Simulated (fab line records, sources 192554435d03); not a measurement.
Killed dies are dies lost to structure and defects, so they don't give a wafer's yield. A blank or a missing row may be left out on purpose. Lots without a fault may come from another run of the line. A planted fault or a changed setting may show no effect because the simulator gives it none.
Chamber matching | flow n5_finfet | N5_SDB_HM_DEP_00 on pecvd-03: 3 sister chambers
The step deposits SiNx from SiH4/NH3/N2, target thk 40 nm, time 35.3 s. 3 wafers are shown with their chamber, then 12 later ones without.

WAFERS WITH THEIR CHAMBER
wafer  | chamber | throttle_valve_pct (%)
L086.1 | 1       | 39.7
L086.2 | 0       | 40.9
L086.3 | 2       | 38.4

WAFERS WITHOUT THEIR CHAMBER
wafer  | throttle_valve_pct (%)
L086.4 | 38.3
L086.5 | 39.6
L086.6 | 41.1
L093.4 | 39.6
L093.5 | 40.9
L093.6 | 38.6
L094.2 | 38.9
L094.3 | 39.8
L094.4 | 39.7
L096.1 | 40.7
L096.2 | 39.6
L096.6 | 38.9

WHICH CHAMBER EACH WENT THROUGH
wafer  | from the rows above     | in truth
L086.4 | 2                       | 2
L086.5 | 1                       | 1
L086.6 | 0                       | 0
L093.4 | 1                       | 1
L093.5 | 0                       | 0
L093.6 | 2                       | 2
L094.2 | can't be placed: 2 or 1 | 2
L094.3 | 1                       | 1
L094.4 | 1                       | 1
L096.1 | 0                       | 0
L096.2 | 1                       | 1
L096.6 | can't be placed: 2 or 1 | 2
Placed correctly: 10 of 12. Can't be placed from these rows: 2 (the true chamber is among the candidates in 2). Placed wrongly: 0.
How it was worked out, from the rows above alone: a wafer's distance from a chamber is the root of the sum, over the readings, of the square of ((its reading less the chamber's mean) divided by the reading's scatter). The wafer belongs to the nearest chamber; if the next one is less than 2 further off, it can't be placed. A chamber's mean is the mean of its shown wafers. The scatter: with one shown wafer a chamber, the root of the mean of the squares of how far each hidden wafer lies from its nearest shown one.
